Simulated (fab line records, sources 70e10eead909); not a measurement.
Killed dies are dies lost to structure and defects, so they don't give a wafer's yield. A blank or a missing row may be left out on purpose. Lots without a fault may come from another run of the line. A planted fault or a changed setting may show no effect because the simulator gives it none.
Which tool did it? | flow nand_harc | 12 lots, 36 wafers sampled, at 5 steps of a route of 1302

WHAT THE GAUGES READ, wafer by wafer
NHARC_END_SORT_01. Usual: killed_at_array 53, standard deviation 21; killed_at_other 1.1, standard deviation 1.5; killed_at_periphery 3.9, standard deviation 2.7; killed_dies 58, standard deviation 21; killed_open 3.4, standard deviation 1.9; killed_short 2.3, standard deviation 1.5.
lot  | measured     | on        | killed_at_array | killed_at_other | killed_at_periphery | killed_dies | killed_open | killed_short | flag
L863 | day 28 00:13 | prober-02 | 99 91 98        | 0 0 1           | 11 7 4              | 110 98 103  | 6 2 2       | 2 2 5        |
L865 | day 29 15:52 | prober-01 | 14 30 15        | 0 1 2           | 5 6 2               | 19 37 19    | 0 9 2       | 1 4 1        |
L866 | day 29 06:13 | prober-02 | 67 54 53        | 1 0 0           | 6 0 1               | 74 54 54    | 2 3 2       | 4 1 2        |
L867 | day 29 05:22 | prober-01 | 58 50 49        | 1 0 0           | 6 9 5               | 65 59 54    | 2 2 3       | 6 3 1        |
L875 | day 32 20:44 | prober-01 | 68 57 51        | 5 2 4           | 4 7 4               | 77 66 59    | 5 5 1       | 1 3 0        |
L876 | day 33 00:01 | prober-02 | 78 59 61        | 1 0 1           | 2 3 1               | 81 62 63    | 1 4 4       | 4 1 1        |

WHICH TOOL RAN EACH LOT (tool, then ch and the chambers of the sampled wafers, then the start)
lot  | NHARC_A_CHANNEL_HOLE_D1_STRIP_27              | NHARC_A_CHANNEL_HOLE_D1_XSEM_31 | NHARC_A_CHANNEL_FILL_D1_ALD_02   | NHARC_A_CHANNEL_FILL_D1_ETCHBACK_20
L858 | rie_diel-05 ch 2,3, day 9 08:44 or earlier    | xsem-02 ch 0, day 9 08:44       | ald_hk-04 ch 0,1,2, day 9 09:06  | rie_diel-01 ch 1,2,3, day 10 09:13
L860 | rie_diel-08 ch 0,1, day 10 05:42 or earlier   | xsem-01 ch 0, day 10 05:42      | ald_hk-01 ch 0,3, day 10 07:13   | rie_diel-01 ch 1,2,3, day 11 04:53
L861 | rie_diel-05 ch 1,2, day 11 02:56 or earlier   | xsem-02 ch 0, day 11 02:56      | ald_hk-03 ch 0,1,3, day 11 03:21 | rie_diel-01 ch 0,1,3, day 12 03:36
L863 | rie_diel-08 ch 1,2,3, day 11 23:31 or earlier | xsem-01 ch 0, day 11 23:31      | ald_hk-03 ch 1,2, day 11 23:49   | rie_diel-12 ch 0,1,2, day 13 00:45
L864 | rie_diel-08 ch 0,1, day 12 09:17 or earlier   | xsem-02 ch 0, day 12 09:17      | ald_hk-04 ch 2,3, day 12 09:35   | rie_diel-01 ch 1,2,3, day 13 09:50
L865 | rie_diel-08 ch 0,1,3, day 13 07:39 or earlier | xsem-02 ch 0, day 13 07:39      | ald_hk-04 ch 1,2, day 13 07:59   | rie_diel-10 ch 0,2, day 14 11:17
L866 | rie_diel-08 ch 0,1,3, day 13 09:59 or earlier | xsem-01 ch 0, day 13 09:59      | ald_hk-03 ch 0,2,3, day 13 10:16 | rie_diel-12 ch 0,1,3, day 14 11:14
L867 | rie_diel-09 ch 0,2,3, day 13 11:50 or earlier | xsem-02 ch 0, day 13 11:50      | ald_hk-04 ch 1,2,3, day 13 12:08 | rie_diel-01 ch 1,2,3, day 14 11:15
L875 | rie_diel-08 ch 0,1,2, day 16 21:45 or earlier | xsem-02 ch 0, day 16 21:45      | ald_hk-01 ch 0,1,3, day 16 22:07 | rie_diel-10 ch 1,2,3, day 18 00:08
L876 | rie_diel-08 ch 0,1,3, day 16 23:19 or earlier | xsem-02 ch 0, day 16 23:19      | ald_hk-01 ch 1,2,3, day 16 23:49 | rie_diel-10 ch 0,3, day 18 00:13
L878 | rie_diel-08 ch 0,1, day 17 20:09 or earlier   | xsem-02 ch 0, day 17 20:09      | ald_hk-03 ch 0,2,3, day 17 20:35 | rie_diel-12 ch 0,2,3, day 18 20:00
L879 | rie_diel-08 ch 0,1,2, day 18 06:16 or earlier | xsem-02 ch 0, day 18 06:16      | ald_hk-03 ch 0,1,3, day 18 06:38 | rie_diel-01 ch 0,2,3, day 19 07:15
- NHARC_A_CHANNEL_HOLE_D1_STRIP_27: strips in O2.
- NHARC_A_CHANNEL_HOLE_D1_XSEM_31
- NHARC_A_CHANNEL_FILL_D1_ALD_02: deposits SiO2, target thk 6 nm, pulse time 10 s, ald cycles 60.
- NHARC_A_CHANNEL_FILL_D1_ETCHBACK_20: etches the open film in C4F8/O2/Ar, target depth 27 nm, time 13.5 s.

WHAT THE TOOLS THEMSELVES READ (means of the sampled wafers that have a number; where no wafer has one, the mark that the record gives instead)
NHARC_A_CHANNEL_HOLE_D1_STRIP_27. Usual: chamber_pressure_mTorr 59.99 mTorr, standard deviation 0.05; drypump_motor_current_A 5.4 A, standard deviation 0.43; oes_product_au 0.997 a.u., standard deviation 0.0099; rf_vpp_V 57.5 V, standard deviation 0.93; showerhead_plenum_p_Torr 3.48 Torr, standard deviation 0.15; throttle_valve_pct 17.036 %, standard deviation 0.0094.
lot  | tool        | chamber_pressure_mTorr (mTorr) | drypump_motor_current_A (A) | oes_product_au (a.u.) | rf_vpp_V (V) | showerhead_plenum_p_Torr (Torr) | throttle_valve_pct (%) | flag
L858 | rie_diel-05 | 60.00                          | 6.0                         | 0.999                 | 57.9         | 3.63                            | 17.043                 |
L860 | rie_diel-08 | 59.97                          | 5.0                         | 1.002                 | 57.5         | 3.46                            | 17.038                 |
L861 | rie_diel-05 | 60.00                          | 5.9                         | 0.992                 | 56.6         | 3.45                            | 17.034                 |
L863 | rie_diel-08 | 60.02                          | 5.5                         | 0.981                 | 57.8         | 3.43                            | 17.036                 |
L864 | rie_diel-08 | 59.98                          | 5.0                         | 0.989                 | 57.6         | 3.45                            | 17.038                 |
L865 | rie_diel-08 | 59.96                          | 5.3                         | 0.997                 | 58.3         | 3.54                            | 17.030                 |
L866 | rie_diel-08 | 59.99                          | 5.4                         | 0.997                 | 57.4         | 3.54                            | 17.033                 |
L867 | rie_diel-09 | 60.01                          | 5.5                         | 0.993                 | 57.7         | 3.41                            | 17.035                 |
L875 | rie_diel-08 | 60.00                          | 5.2                         | 1.006                 | 56.9         | 3.43                            | 17.034                 |
L876 | rie_diel-08 | 59.98                          | 5.3                         | 1.015                 | 57.4         | 3.54                            | 17.042                 |
L878 | rie_diel-08 | 60.00                          | 5.0                         | 1.000                 | 57.2         | 3.54                            | 17.037                 |
L879 | rie_diel-08 | 60.02                          | 5.2                         | 0.993                 | 57.5         | 3.43                            | 17.038                 |

NHARC_A_CHANNEL_HOLE_D1_XSEM_31. Usual: bot_cd_nm 74.3 nm, standard deviation 1.5; bow_nm 8.55 nm, standard deviation 0.22; tilt_deg 0.07 degrees, standard deviation 0.033.
lot  | tool    | bot_cd_nm (nm) | bow_nm (nm) | tilt_deg (degrees) | flag
L858 | xsem-02 | 75.8           | 8.42        | 0.05               |
L860 | xsem-01 | 72.4           | 8.42        | 0.06               |
L861 | xsem-02 | 75.5           | 8.78        | 0.08               |
L863 | xsem-01 | 75.9           | 8.79        | 0.01               |
L864 | xsem-02 | 74.5           | 9.18        | 0.03               |
L865 | xsem-02 | 76.0           | 8.43        | 0.09               |
L866 | xsem-01 | 75.1           | 8.56        | 0.06               |
L867 | xsem-02 | 74.1           | 8.76        | 0.11               |
L875 | xsem-02 | 75.7           | 8.46        | 0.06               |
L876 | xsem-02 | 75.0           | 8.20        | 0.06               |
L878 | xsem-02 | 74.7           | 8.35        | 0.05               |
L879 | xsem-02 | 74.3           | 8.72        | 0.01               |

NHARC_A_CHANNEL_FILL_D1_ALD_02. Usual: heater_power_w 464 W, standard deviation 41; precursor_pulse_height_rel 0.999, standard deviation 0.023.
lot  | tool      | heater_power_w (W) | precursor_pulse_height_rel | flag
L858 | ald_hk-04 | 480                | 1.002                      |
L860 | ald_hk-01 | 473                | 1.000                      |
L861 | ald_hk-03 | 458                | 0.983                      |
L863 | ald_hk-03 | 481                | 0.991                      |
L864 | ald_hk-04 | 482                | 0.990                      |
L865 | ald_hk-04 | 486                | 1.018                      |
L866 | ald_hk-03 | 492                | 0.984                      |
L867 | ald_hk-04 | 475                | 1.004                      |
L875 | ald_hk-01 | 452                | 0.991                      |
L876 | ald_hk-01 | 418                | 0.994                      |
L878 | ald_hk-03 | 473                | 0.988                      |
L879 | ald_hk-03 | 453                | 1.001                      |

NHARC_A_CHANNEL_FILL_D1_ETCHBACK_20. Usual: chamber_pressure_mTorr 24.997 mTorr, standard deviation 0.024; oes_product_au 0.96 a.u., standard deviation 0.036; rf_fwd_power_W 587.2 W, standard deviation 3; rf_vpp_V 979 V, standard deviation 5.
lot  | tool        | chamber_pressure_mTorr (mTorr) | oes_product_au (a.u.) | rf_fwd_power_W (W) | rf_vpp_V (V) | flag
L858 | rie_diel-01 | 24.992                         | 0.99                  | 587.5              | 979          |
L860 | rie_diel-01 | 24.994                         | 0.99                  | 585.5              | 979          |
L861 | rie_diel-01 | 24.994                         | 0.98                  | 584.8              | 980          |
L863 | rie_diel-12 | 24.990                         | 0.99                  | 587.2              | 978          |
L864 | rie_diel-01 | 25.009                         | 0.92                  | 585.6              | 979          |
L865 | rie_diel-10 | 24.991                         | 0.99                  | 587.2              | 981          |
L866 | rie_diel-12 | 24.997                         | 1.00                  | 587.4              | 976          |
L867 | rie_diel-01 | 25.011                         | 0.92                  | 585.8              | 979          |
L875 | rie_diel-10 | 24.991                         | 0.93                  | 584.8              | 984          |
L876 | rie_diel-10 | 25.000                         | 0.92                  | 585.6              | 978          |
L878 | rie_diel-12 | 25.015                         | 0.92                  | 589.5              | 977          |
L879 | rie_diel-01 | 24.990                         | 0.94                  | 584.9              | 982          |

THE ANSWER, worked out from the rows above alone
Rule: a lot is off if the mean of its wafers that have a number lies more than 3 standard deviations from the usual mean. A lot without any number at a reading at which 4 lots or more have one is off too. The other lots that the step has rows for count as sound. The gauges are gone through in route order, then the tools' own readings, and for those a lot's mean is taken as printed above. The first step at which some lot is off is used, and at that step the reading that is off furthest; a lot without a number counts as furthest.
No lot is off at any reading shown: from this, nothing can be told.

WHAT THE SIMULATOR HAD PUT IN
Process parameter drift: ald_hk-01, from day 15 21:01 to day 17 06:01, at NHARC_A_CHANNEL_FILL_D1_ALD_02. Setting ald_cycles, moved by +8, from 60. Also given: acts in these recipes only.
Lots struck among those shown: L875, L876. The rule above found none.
